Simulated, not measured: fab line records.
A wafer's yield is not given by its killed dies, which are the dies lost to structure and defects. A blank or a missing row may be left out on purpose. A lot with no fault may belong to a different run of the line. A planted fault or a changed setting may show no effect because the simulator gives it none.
fab line records	flow n5-finfet
record lots=14	wafers=40	last-day=17
route steps=1938 shown SD_EPI_N@293 SD_EPI_P@319 SD_ACTIVATION@330 ILD0@335 BEOL_M4@1111
lots untouched by any fault: they come from a run of this same line in which no faults occurred
start-h: the number of hours between the record's first day and the start of the first shown wafer of the lot	wait-h: how many hours have passed since the lot's step before this one	" unchanged from the row above	L1.1+2: one row covering several wafers at once	- either no value or no given start	* or withheld: withheld	< > ~ a bound
route shown NAME@n: names a module that has steps shown in the file, with the first one's number in the route	usual: mean/standard deviation taken from wafers without a fault	same: alike in all rows	chamber/n: place in a boat	sites: the reading at each site	_std_site: how widely they spread, as a standard deviation	_edge_site: the outer-site mean with the inner-site mean subtracted	radius-mm: for every site, how far away it sits from the centre of the wafer	mask NAME#n: copy n	behind: tool/chamber where the wafer was last shaped	hold: why the lot was held/for how many hours/how that ended	device: the transistor (n, p or np) that didn't switch	end of line: the tests these same wafers got at the end of their route	where a step has no rows: the recipe by itself	killed: dies lost to structure and defects at the first sort, not the wafer's yield	map: shows each die of a wafer: x if killed, . if not, _ if none is there
set.NAME: the setting the step ran with; set.NAME@STEP: the setting that earlier step ran with	model.NAME: the simulator's own value behind a step, which no gauge read
the route's steps for a sample of lots (tables are steps, rows are wafers)
services: from which hour (start-h, from the record's first day; less than 0 if before it) a tool's chamber was out of use, for how many hours, and why
## steps
# step N5_SD_EPI_N_LINER_46
# recipe material=SiNx	target-thk-a=30	temp-c=400	ald-precursor-family=SiH2I2	ald-co-reactant=N2/H2-plasma	pressure-torr=2
# usual heater-power-w=807/61
lot.wafer	tool	chamber	start-h	wait-h	heater-power-w
L124.2	ald-sin-01	2	59.18	0.5	863
L124.5	"	0	"	"	824
L126.1	ald-sin-03	3	67.60	0.3	864
L126.4	"	3	"	"	866
L126.6	"	2	"	"	830
L127.1	ald-sin-01	3	72.12	0.5	691
L127.4	"	1	"	"	725
L127.5	"	1	"	"	713
L128.1	ald-sin-01	1	78.97	0.4	724
L128.2	"	2	"	"	882
L128.3	"	0	"	"	824
L129.2	ald-sin-02	2	83.07	0.1	881
L129.4	"	0	"	"	809
L129.6	"	0	"	"	811
L130.2	ald-sin-02	2	89.66	1.4	876
L130.4	"	1	"	"	904
L130.5	"	1	"	"	883
L132.1	ald-sin-01	1	101.50	0.6	743
L132.4	"	3	"	"	708
L132.5	"	1	"	"	745
L134.1	ald-sin-03	2	112.72	0.2	841
L134.2	"	0	"	"	744
L134.5	"	1	"	"	812
L138.1	ald-sin-02	2	139.19	0.2	880
L138.4	"	0	"	"	835
L138.5	"	3	"	"	759
L139.2	ald-sin-01	3	145.04	0.5	708
L139.4	"	1	"	"	713
L139.6	"	3	"	"	690
L142.2	ald-sin-03	0	159.87	0.1	760
L142.4	"	2	"	"	847
L142.5	"	3	"	"	836
L143.2	ald-sin-03	1	168.91	0.1	793
L143.3	"	0	"	"	736
L145.1	ald-sin-01	0	180.42	0.3	849
L145.3	"	2	"	"	865
L145.6	"	3	"	"	703
L147.1	ald-sin-01	1	191.21	0.8	742
L147.2	"	3	"	"	709
L147.3	"	2	"	"	893
# step N5_SD_EPI_P_PRECLEAN_51
# recipe chemistry=NF3:NH3	afs-cycles=1	temp-c=30	time-s=20	sublimation-temp-c=180	sublimation-time-s=60	pressure-torr=3	rf-power-w=30
# usual afs-cycles=1/0	chamber-pressure-Torr=3.001/0.0073	sublimation-temp-c=179.97/0.17
lot.wafer	tool	chamber	start-h	wait-h	afs-cycles	chamber-pressure-Torr	sublimation-temp-c
L124.2	epi-rpcvd-03	0	60.97	0.1	1	3.006	180.03
L124.5	"	0	"	"	1	3.005	180.12
L126.1	epi-rpcvd-03	0	69.34	0.0	1	3.002	179.87
L126.4	"	0	"	"	1	2.989	179.87
L126.6	"	0	"	"	1	3.005	179.78
L127.1	epi-rpcvd-04	0	73.84	0.0	1	3.001	179.73
L127.4	"	0	"	"	1	2.995	180.02
L127.5	"	0	"	"	1	2.998	179.56
L128.1	epi-rpcvd-01	0	80.95	0.0	1	2.997	180.08
L128.2	"	0	"	"	1	3.001	180.19
L128.3	"	0	"	"	1	3.004	180.09
L129.2	epi-rpcvd-03	0	84.85	0.1	1	3.001	179.49
L129.4	"	0	"	"	1	3.000	179.65
L129.6	"	0	"	"	1	2.995	179.69
L130.2	epi-rpcvd-04	0	91.43	0.1	1	3.004	180.16
L130.4	"	0	"	"	1	3.003	179.95
L130.5	"	0	"	"	1	3.006	180.28
L132.1	epi-rpcvd-01	0	103.73	0.0	1	3.001	180.19
L132.4	"	0	"	"	1	3.007	179.78
L132.5	"	0	"	"	1	3.001	179.96
L134.1	epi-rpcvd-01	0	114.46	0.0	1	2.998	179.97
L134.2	"	0	"	"	1	3.001	179.98
L134.5	"	0	"	"	1	3.001	180.07
L138.1	epi-rpcvd-04	-	140.91	0.0	-	-	-
L138.4	"	-	"	"	-	-	-
L138.5	"	-	"	"	-	-	-
L139.2	epi-rpcvd-01	-	147.12	0.1	-	-	-
L139.4	"	-	"	"	-	-	-
L139.6	"	-	"	"	-	-	-
L142.2	epi-rpcvd-01	0	161.49	0.1	1	2.985	180.05
L142.4	"	0	"	"	1	3.001	180.01
L142.5	"	0	"	"	1	2.991	180.08
L143.2	epi-rpcvd-04	0	170.69	0.1	1	3.000	179.98
L143.3	"	0	"	"	1	2.990	179.95
L145.1	epi-rpcvd-04	0	182.76	0.0	1	3.003	180.15
L145.3	"	0	"	"	1	3.002	179.87
L145.6	"	0	"	"	1	3.003	180.05
L147.1	epi-rpcvd-04	0	192.94	0.0	1	2.992	180.19
L147.2	"	0	"	"	1	3.004	180.12
L147.3	"	0	"	"	1	2.995	180.21
# step N5_SD_EPI_P_EPI_MEAS_23
# recipe mode=xrd
# usual thk-nm=61.2/1.2
lot.wafer	tool	chamber	start-h	wait-h	thk-nm
L124.2	film-metro-01	-	64.33	2.0	60.2
L124.5	"	-	"	"	59.8
L126.1	film-metro-02	-	71.90	1.8	60.1
L126.4	"	-	"	"	61.7
L126.6	"	-	"	"	61.2
L127.1	film-metro-01	-	76.40	1.8	60.1
L127.4	"	-	"	"	61.8
L127.5	"	-	"	"	61.1
L128.1	film-metro-01	-	83.51	1.8	60.6
L128.2	"	-	"	"	61.6
L128.3	"	-	"	"	61.1
L129.2	film-metro-02	-	87.38	1.5	62.4
L129.4	"	-	"	"	60.1
L129.6	"	-	"	"	60.3
L130.2	film-metro-02	-	93.96	1.5	61.1
L130.4	"	-	"	"	60.9
L130.5	"	-	"	"	60.1
L132.1	film-metro-02	-	106.28	1.8	60.9
L132.4	"	-	"	"	60.8
L132.5	"	-	"	"	61.8
L134.1	film-metro-01	-	117.01	1.8	62.6
L134.2	"	-	"	"	62.2
L134.5	"	-	"	"	60.3
L138.1	film-metro-02	-	143.49	1.9	1.5
L138.4	"	-	"	"	1.8
L138.5	"	-	"	"	1.8
L139.2	film-metro-01	-	149.65	1.5	1.1
L139.4	"	-	"	"	1.6
L139.6	"	-	"	"	0.3
L142.2	film-metro-02	-	164.02	1.5	62.0
L142.4	"	-	"	"	60.2
L142.5	"	-	"	"	62.5
L143.2	film-metro-01	-	173.22	1.5	60.3
L143.3	"	-	"	"	59.6
L145.1	film-metro-01	-	185.32	1.8	64.4
L145.3	"	-	"	"	60.5
L145.6	"	-	"	"	60.5
L147.1	film-metro-01	-	195.49	1.8	61.1
L147.2	"	-	"	"	59.4
L147.3	"	-	"	"	60.2
# step N5_SD_ACTIVATION_RTA_00
# recipe temp-c=975	time-s=0	ambient=N2	idle-temp-c=600	ramp-up-c-per-s=150	ramp-down-c-per-s=60	cool-to-c=600
# usual lamp-power-pct=8.96/0.057	lamp_zone_1_pct=8.953/0.027	lamp_zone_3_pct=8.952/0.029	wafer_temp_C_max=974.7/2
lot.wafer	tool	chamber	start-h	wait-h	lamp-power-pct	lamp_zone_1_pct	lamp_zone_3_pct	wafer_temp_C_max
L124.2	rtp-anneal-02	0	64.56	0.1	9.01	8.976	8.982	973.6
L124.5	"	0	"	"	9.02	8.974	8.972	972.4
L126.1	rtp-anneal-01	0	72.10	0.0	8.96	8.956	8.915	977.9
L126.4	"	0	"	"	8.89	8.975	8.948	974.6
L126.6	"	0	"	"	9.06	8.930	8.947	973.4
L127.1	rtp-anneal-02	0	76.76	0.2	8.91	9.037	8.980	972.0
L127.4	"	0	"	"	8.97	8.961	8.946	973.1
L127.5	"	0	"	"	8.99	8.917	8.951	972.2
L128.1	rtp-anneal-02	0	83.87	0.2	8.90	9.003	8.984	973.3
L128.2	"	0	"	"	8.93	8.943	8.949	975.8
L128.3	"	0	"	"	8.90	8.951	8.933	975.5
L129.2	rtp-anneal-02	0	87.61	0.1	9.01	8.931	8.911	974.0
L129.4	"	0	"	"	8.90	9.010	8.961	972.7
L129.6	"	0	"	"	9.00	8.936	8.988	974.7
L130.2	rtp-anneal-01	0	94.26	0.1	8.99	8.987	8.931	973.9
L130.4	"	0	"	"	8.97	8.931	8.944	971.5
L130.5	"	0	"	"	8.98	8.970	8.927	975.6
L132.1	rtp-anneal-02	0	106.49	0.0	8.90	8.971	8.977	974.6
L132.4	"	0	"	"	9.04	8.970	8.958	975.1
L132.5	"	0	"	"	8.98	8.943	8.959	976.0
L134.1	rtp-anneal-01	0	117.39	0.2	8.97	8.963	8.979	973.3
L134.2	"	0	"	"	9.07	8.955	8.956	974.0
L134.5	"	0	"	"	8.94	9.008	8.948	975.7
L138.1	rtp-anneal-02	0	143.95	0.3	8.89	8.916	8.950	975.3
L138.4	"	0	"	"	8.96	8.887	8.926	974.6
L138.5	"	0	"	"	8.93	8.968	8.980	973.0
L139.2	rtp-anneal-01	0	149.88	0.1	8.93	8.952	8.975	976.3
L139.4	"	0	"	"	8.98	8.958	8.940	971.4
L139.6	"	0	"	"	9.03	8.961	8.959	972.9
L142.2	rtp-anneal-01	0	164.28	0.1	8.92	8.950	8.970	976.2
L142.4	"	0	"	"	8.89	8.934	8.995	973.8
L142.5	"	0	"	"	8.93	8.955	8.977	973.4
L143.2	rtp-anneal-02	0	173.45	0.1	8.99	8.918	8.927	972.0
L143.3	"	0	"	"	8.85	8.937	8.975	970.3
L145.1	rtp-anneal-01	0	185.52	0.0	8.95	8.923	8.927	975.4
L145.3	"	0	"	"	8.90	8.914	8.952	973.3
L145.6	"	0	"	"	8.82	8.953	8.946	976.0
L147.1	rtp-anneal-02	0	195.71	0.0	8.99	9.003	8.885	975.8
L147.2	"	0	"	"	8.89	8.982	8.936	973.0
L147.3	"	0	"	"	8.89	8.920	8.920	975.9
# step N5_SD_ACTIVATION_RS_MEAS_03
# recipe thk-meas-gauge=four-point-probe
# usual RS_SD_N=21.96/0.28	RS_SD_P=55.9/0.92
lot.wafer	tool	chamber	start-h	wait-h	RS_SD_N[ohm/sq]	RS_SD_P[ohm/sq]
L124.2	film-metro-01	-	64.95	0.2	21.95	55.9
L124.5	"	-	"	"	22.04	55.4
L126.1	film-metro-02	-	72.50	0.2	21.59	56.5
L126.4	"	-	"	"	21.72	55.4
L126.6	"	-	"	"	21.76	55.3
L127.1	film-metro-01	-	77.16	0.2	21.49	54.5
L127.4	"	-	"	"	21.46	54.7
L127.5	"	-	"	"	21.71	54.7
L128.1	film-metro-01	-	84.27	0.2	22.10	55.3
L128.2	"	-	"	"	21.95	55.4
L128.3	"	-	"	"	21.98	54.7
L129.2	film-metro-01	-	88.00	0.2	21.67	57.7
L129.4	"	-	"	"	21.60	56.3
L129.6	"	-	"	"	21.62	57.4
L130.2	film-metro-01	-	94.67	0.2	22.73	55.7
L130.4	"	-	"	"	22.69	56.2
L130.5	"	-	"	"	22.68	56.2
L132.1	film-metro-02	-	106.89	0.2	21.83	56.5
L132.4	"	-	"	"	21.61	57.0
L132.5	"	-	"	"	21.77	56.6
L134.1	film-metro-02	-	117.79	0.2	22.12	55.3
L134.2	"	-	"	"	21.96	55.1
L134.5	"	-	"	"	22.14	57.3
L138.1	film-metro-02	-	144.36	0.2	21.91	-
L138.4	"	-	"	"	21.88	-
L138.5	"	-	"	"	22.06	-
L139.2	film-metro-02	-	150.27	0.2	22.03	-
L139.4	"	-	"	"	21.88	-
L139.6	"	-	"	"	21.69	-
L142.2	film-metro-02	-	164.83	0.2	21.73	54.8
L142.4	"	-	"	"	21.85	56.7
L142.5	"	-	"	"	22.03	55.9
L143.2	film-metro-01	-	173.85	0.2	21.42	55.3
L143.3	"	-	"	"	21.89	57.2
L145.1	film-metro-02	-	185.94	0.2	21.80	55.0
L145.3	"	-	"	"	21.81	54.9
L145.6	"	-	"	"	21.96	55.6
L147.1	film-metro-02	-	196.11	0.2	22.02	57.5
L147.2	"	-	"	"	22.14	59.1
L147.3	"	-	"	"	21.69	57.5
# step N5_ILD0_LINER_00
# recipe material=SiNx	target-thk-a=40	temp-c=400	ald-precursor-family=SiH2I2	ald-co-reactant=N2/H2-plasma	pulse-time-s=1	purge-time-s=2	co-reactant-purge-time-s=2	ald-cycles=80	pressure-torr=2
# usual heater-power-w=821/73	precursor-pulse-height-rel=1.000/0.019
lot.wafer	tool	chamber	start-h	wait-h	heater-power-w	precursor-pulse-height-rel
L124.2	ald-sin-01	1	65.29	0.0	736	1.032
L124.5	"	3	"	"	707	1.029
L126.1	ald-sin-01	2	72.97	0.1	858	0.982
L126.4	"	1	"	"	714	1.008
L126.6	"	1	"	"	744	1.021
L127.1	ald-sin-01	0	77.61	0.1	815	1.004
L127.4	"	2	"	"	875	0.986
L127.5	"	1	"	"	712	1.023
L128.1	ald-sin-04	1	84.66	0.1	803	1.012
L128.2	"	0	"	"	804	0.972
L128.3	"	2	"	"	893	0.980
L129.2	ald-sin-01	0	88.34	0.0	831	0.983
L129.4	"	1	"	"	735	1.024
L129.6	"	1	"	"	714	1.037
L130.2	ald-sin-02	0	95.08	0.1	820	1.025
L130.4	"	1	"	"	873	1.000
L130.5	"	2	"	"	893	1.000
L132.1	ald-sin-01	1	107.39	0.2	734	1.002
L132.4	"	2	"	"	878	0.993
L132.5	"	2	"	"	862	1.025
L134.1	ald-sin-02	3	118.27	0.2	767	0.964
L134.2	"	2	"	"	873	0.977
L134.5	"	1	"	"	912	0.986
L138.1	ald-sin-04	1	144.85	0.2	809	0.993
L138.4	"	2	"	"	905	1.024
L138.5	"	0	"	"	795	1.003
L139.2	ald-sin-01	0	150.62	0.0	831	1.010
L139.4	"	1	"	"	726	0.988
L139.6	"	3	"	"	695	0.993
L142.2	ald-sin-04	1	165.16	0.0	816	1.034
L142.4	"	2	"	"	899	1.024
L142.5	"	2	"	"	870	0.998
L143.2	ald-sin-02	0	174.52	0.4	832	1.012
L143.3	"	2	"	"	881	0.983
L145.1	ald-sin-04	0	186.30	0.0	788	1.019
L145.3	"	1	"	"	803	0.980
L145.6	"	2	"	"	868	0.987
L147.1	ald-sin-02	1	196.59	0.2	830	1.020
L147.2	"	2	"	"	857	0.989
L147.3	"	0	"	"	894	1.026
# step N5_BEOL_M4_RC_MEAS_101
# usual CJ_P=5.7/0.32	DIBL_N=36.2/2	DIBL_P=36.1/2.4	EOT_P=10.50/0.1	IGATE_P=0.0036/0.00059	IOFF_N=0.16/0.035	IOFF_P=0.22/0.041	IOFF_P_85C=3.7/0.58	IOFF_P_LIN=0.102/0.015	IOFF_P_LONG=0.000108/1.2e-05	ION_N=675/14	ION_P=465/8.6	RC_DENSE_P=23.9/0.67	RC_P=19.5/0.55	REXT_P=100.3/2.9	RS_SD_P=65.8/0.91	SS_N=71.5/0.64	SS_P=73.2/0.76	VT_N=250/3.9	VT_P=-249/3.4	VT_P_LONG=-274.3/3	VT_P_LVT=-99/3.4
lot.wafer	tool	chamber	start-h	wait-h	CJ_P	DIBL_N[mV/V]	DIBL_P[mV/V]	EOT_P	IGATE_P[nA/um]	IOFF_N[nA/um]	IOFF_P[nA/um]	IOFF_P_85C[nA/um]	IOFF_P_LIN[nA/um]	IOFF_P_LONG[nA/um]	ION_N[uA/um]	ION_P[uA/um]	RC_DENSE_P[ohm.um]	RC_P[ohm.um]	REXT_P[ohm.um]	RS_SD_P[ohm/sq]	SS_N[mV/dec]	SS_P[mV/dec]	VT_N[mV]	VT_P[mV]	VT_P_LONG[mV]	VT_P_LVT[mV]
L124.2	prober-02	0	175.05	0.2	6.1	38.0	37.1	10.41	0.0040	0.19	0.23	4.0	0.107	0.000111	692	470	22.7	18.5	102.9	65.1	72.1	73.5	247	-248	-275.7	-99
L124.5	"	0	"	"	5.8	38.1	37.0	10.67	0.0028	0.19	0.22	3.8	0.103	0.000106	686	465	22.4	18.1	103.5	65.2	71.9	73.8	249	-252	-273.4	-100
L126.1	prober-01	0	177.80	0.0	5.8	36.6	36.9	10.58	0.0029	0.16	0.21	3.6	0.100	0.00011	677	460	23.5	19.3	98.9	66.3	71.8	72.8	248	-249	-274.9	-99
L126.4	"	0	"	"	5.6	35.3	34.8	10.59	0.0035	0.14	0.18	3.2	0.091	0.000106	687	471	23.1	19.0	98.5	65.3	70.9	72.4	249	-251	-274.3	-99
L126.6	"	0	"	"	5.4	35.0	34.3	10.53	0.0031	0.13	0.19	3.2	0.092	0.000103	670	463	24.1	19.5	98.9	64.7	71.4	72.1	249	-249	-273.9	-100
L127.1	prober-02	0	196.07	0.0	6.0	36.6	35.9	10.42	0.0044	0.18	0.23	4.0	0.106	0.000115	688	476	23.6	19.3	97.2	64.4	71.7	73.7	245	-248	-273.9	-94
L127.4	"	0	"	"	6.2	35.0	33.7	10.58	0.0033	0.14	0.18	3.3	0.091	0.000118	659	447	23.6	19.5	97.7	65.4	71.1	72.8	251	-252	-276.3	-99
L127.5	"	0	"	"	6.0	37.3	37.3	10.44	0.0038	0.20	0.25	4.4	0.114	0.000114	688	469	24.5	19.9	97.9	66.0	71.7	74.3	241	-246	-274.9	-94
L128.1	prober-02	0	199.14	0.0	6.0	32.9	33.1	10.37	0.0045	0.10	0.15	2.7	0.076	0.000104	650	449	23.9	19.3	99.3	65.6	71.1	71.9	256	-252	-275.1	-103
L128.2	"	0	"	"	6.2	34.0	35.1	10.41	0.0040	0.12	0.18	3.3	0.091	0.000109	658	463	24.4	19.8	97.6	65.2	71.1	72.5	254	-250	-276.4	-101
L128.3	"	0	"	"	5.7	33.6	35.0	10.37	0.0037	0.10	0.17	3.1	0.085	0.0001	643	454	23.1	18.9	96.8	65.3	70.4	73.3	257	-252	-275.0	-102
L130.2	prober-01	0	206.14	0.2	5.3	34.8	34.5	10.63	0.0030	0.13	0.20	3.4	0.096	0.000107	665	456	23.5	19.1	101.4	65.4	71.7	72.6	248	-251	-273.9	-99
L130.4	"	0	"	"	5.6	35.7	36.2	10.55	0.0030	0.16	0.22	3.8	0.105	0.000111	680	470	24.0	19.6	101.9	65.9	71.5	73.6	248	-246	-273.3	-98
L130.5	"	0	"	"	5.6	35.7	36.0	10.46	0.0038	0.16	0.23	3.8	0.106	0.000109	675	476	23.4	19.0	100.7	65.6	71.6	72.8	249	-249	-273.0	-97
L129.2	prober-02	0	209.19	0.2	5.8	38.1	38.2	10.63	0.0024	0.18	0.24	4.0	0.109	0.000105	681	465	24.0	19.5	99.2	67.2	72.1	74.5	247	-249	-278.3	-97
L129.4	"	0	"	"	6.0	38.1	38.2	10.54	0.0025	0.17	0.24	4.0	0.109	0.000106	670	457	24.3	19.7	98.4	66.5	72.8	73.7	251	-247	-276.0	-98
L129.6	"	0	"	"	5.9	37.6	37.4	10.60	0.0027	0.17	0.23	3.9	0.106	0.000107	672	463	23.2	19.0	99.3	67.0	72.0	73.8	248	-251	-275.8	-98
L132.1	prober-01	0	213.22	0.0	6.0	35.8	36.1	10.56	0.0041	0.17	0.22	3.7	0.108	0.000115	674	459	23.0	18.7	98.4	66.2	72.0	72.8	245	-247	-273.5	-96
L132.4	"	0	"	"	5.9	39.0	40.3	10.62	0.0031	0.22	0.29	4.7	0.128	0.000111	679	463	22.4	18.2	100.2	66.4	72.3	73.5	248	-244	-271.7	-95
L132.5	"	0	"	"	6.2	36.4	37.6	10.54	0.0037	0.18	0.25	4.1	0.117	0.000119	686	467	23.3	19.0	99.1	67.4	70.7	74.2	248	-245	-273.1	-96
L134.1	prober-02	0	226.98	0.0	6.1	36.6	35.6	10.57	0.0029	0.15	0.20	3.4	0.095	0.000103	679	463	23.4	19.2	101.1	64.9	71.3	73.9	250	-251	-276.5	-101
L134.2	"	0	"	"	6.0	39.9	38.2	10.41	0.0035	0.20	0.24	3.9	0.107	0.000101	688	464	24.1	19.9	102.0	65.4	72.2	74.2	248	-248	-277.8	-99
L134.5	"	0	"	"	5.4	39.2	39.2	10.47	0.0038	0.21	0.23	3.9	0.106	9.2e-05	693	468	24.0	19.6	103.5	67.0	72.0	74.3	246	-249	-276.3	-99
L138.1	prober-01	0	262.25	0.0	-	38.9	-	-	-	0.21	-	-	-	-	693	-	-	-	-	-	72.0	-	242	-	-	-
L138.4	"	0	"	"	-	39.1	-	-	-	0.21	-	-	-	-	697	-	-	-	-	-	71.6	-	247	-	-	-
L138.5	"	0	"	"	-	36.9	-	-	-	0.16	-	-	-	-	672	-	-	-	-	-	71.2	-	247	-	-	-
L139.2	prober-02	0	264.35	0.2	-	37.5	-	-	-	0.17	-	-	-	-	675	-	-	-	-	-	72.2	-	249	-	-	-
L139.4	"	0	"	"	-	37.6	-	-	-	0.17	-	-	-	-	680	-	-	-	-	-	72.6	-	250	-	-	-
L139.6	"	0	"	"	-	33.6	-	-	-	0.12	-	-	-	-	682	-	-	-	-	-	70.6	-	253	-	-	-
L142.2	prober-01	0	272.26	0.2	5.5	37.2	38.9	10.48	0.0036	0.16	0.20	3.6	0.097	8.9e-05	670	458	24.4	19.9	103.1	64.7	71.8	73.8	249	-255	-278.6	-100
L142.4	"	0	"	"	5.5	36.1	38.3	10.50	0.0039	0.16	0.20	3.6	0.099	9.6e-05	680	470	22.6	18.6	100.4	66.4	71.5	73.7	249	-251	-277.1	-101
L142.5	"	0	"	"	5.0	37.1	38.6	10.51	0.0038	0.17	0.21	3.6	0.099	8.8e-05	685	465	22.6	18.4	104.2	65.7	72.0	73.9	251	-250	-279.5	-101
L143.2	prober-02	0	293.23	0.2	5.9	34.1	34.6	10.55	0.0036	0.12	0.19	3.4	0.094	0.0001	664	465	22.6	18.7	92.6	64.7	71.1	73.1	257	-251	-277.4	-104
L143.3	"	0	"	"	5.6	36.5	36.2	10.57	0.0035	0.16	0.19	3.3	0.090	9.2e-05	652	443	23.7	19.5	98.8	66.0	72.1	74.3	251	-254	-280.0	-106
L145.1	prober-02	0	295.93	0.0	5.1	35.1	34.5	10.40	0.0038	0.12	0.15	2.7	0.074	8.1e-05	673	450	23.7	19.4	98.6	64.4	70.5	73.3	255	-255	-281.6	-107
L145.3	"	0	"	"	5.7	39.0	38.9	10.50	0.0030	0.17	0.20	3.5	0.092	8.6e-05	664	453	24.7	20.1	98.2	65.5	72.7	74.4	254	-252	-281.9	-103
L145.6	"	0	"	"	5.3	39.5	40.1	10.55	0.0031	0.18	0.21	3.7	0.095	8.1e-05	679	456	24.9	20.3	98.8	65.7	72.6	73.8	256	-253	-278.7	-103
L147.1	prober-01	0	314.81	0.0	5.7	36.4	36.3	10.61	0.0032	0.15	0.18	3.3	0.088	9.1e-05	654	446	24.9	20.7	104.9	66.9	71.6	73.3	257	-255	-278.0	-103
L147.2	"	0	"	"	5.4	36.0	36.5	10.55	0.0030	0.14	0.18	3.3	0.088	8.7e-05	671	454	25.2	20.7	105.8	68.5	71.5	73.3	254	-254	-277.9	-104
L147.3	"	0	"	"	5.6	33.9	33.8	10.56	0.0034	0.12	0.16	2.8	0.079	8.9e-05	669	458	24.7	20.1	104.7	67.9	70.8	71.7	254	-256	-277.5	-104
## services
tool	chamber	start-h	hours	kind
ald-sin-04	0	37.74	10.8	repair
ald-sin-01	-	45.06	2.3	repair
ald-sin-03	1	51.05	2.6	repair
ald-sin-02	1	54.86	2.9	repair
ald-sin-03	0	56.32	12.8	repair
ald-sin-04	2	62.30	2.0	repair
ald-sin-02	-	68.05	1.0	repair
ald-sin-02	-	69.68	6.1	pm
ald-sin-03	-	86.24	14.0	pm
ald-sin-03	0	86.24	14.0	vent-cycle
ald-sin-03	1	86.24	14.0	vent-cycle
ald-sin-03	2	86.24	14.0	vent-cycle
ald-sin-03	3	86.24	14.0	vent-cycle
epi-rpcvd-04	-	130.51	2.8	pm
ald-sin-02	-	178.02	14.0	pm
ald-sin-02	0	178.02	14.0	vent-cycle
ald-sin-02	1	178.02	14.0	vent-cycle
ald-sin-02	2	178.02	14.0	vent-cycle
ald-sin-02	3	178.02	14.0	vent-cycle
ald-sin-01	3	182.61	7.9	repair
ald-sin-02	0	192.02	-	clean
ald-sin-02	1	192.02	-	clean
ald-sin-02	2	192.02	-	clean
ald-sin-02	3	192.02	-	clean
## key
first-sign step=N5_SD_EPI_P_PRECLEAN_51	reading=tool-record	direction=missing
effect step=N5_SD_EPI_P_EPI_MEAS_23	reading=thk-nm	direction=down	sigmas=52	usual=*	struck=*
effect step=N5_SD_ACTIVATION_RS_MEAS_03	reading=RS_SD_P	direction=missing
effect step=N5_BEOL_M4_RC_MEAS_101	reading=CJ_P	direction=missing
effect step=N5_BEOL_M4_RC_MEAS_101	reading=DIBL_P	direction=missing
effect step=N5_BEOL_M4_RC_MEAS_101	reading=EOT_P	direction=missing
effect step=N5_BEOL_M4_RC_MEAS_101	reading=IGATE_P	direction=missing
effect step=N5_BEOL_M4_RC_MEAS_101	reading=IOFF_P	direction=missing
effect step=N5_BEOL_M4_RC_MEAS_101	reading=IOFF_P_85C	direction=missing
effect step=N5_BEOL_M4_RC_MEAS_101	reading=IOFF_P_LIN	direction=missing
effect step=N5_BEOL_M4_RC_MEAS_101	reading=IOFF_P_LONG	direction=missing
effect step=N5_BEOL_M4_RC_MEAS_101	reading=ION_P	direction=missing
effect step=N5_BEOL_M4_RC_MEAS_101	reading=RC_DENSE_P	direction=missing
effect step=N5_BEOL_M4_RC_MEAS_101	reading=RC_P	direction=missing
effect step=N5_BEOL_M4_RC_MEAS_101	reading=REXT_P	direction=missing
met-at N5_SD_EPI_P_PRECLEAN_51
struck-lots L138,L139
sort-left-out L138.1,L138.4,L138.5,L139.2,L139.4,L139.6
not-acting-at N5_SD_EPI_N_LINER_46,N5_SD_ACTIVATION_RTA_00,N5_ILD0_LINER_00
onset-between 114.46 140.91
fault kind=skipped-step-whole	tool=epi-rpcvd-01,epi-rpcvd-04	chamber=-	onset-h=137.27	steps=N5_SD_EPI_P_PRECLEAN_51	scope=struck-lots-only
# sort-left-out: the simulated sort isn't trusted on such a fault, so these wafers' sort isn't shown, and their yield isn't known
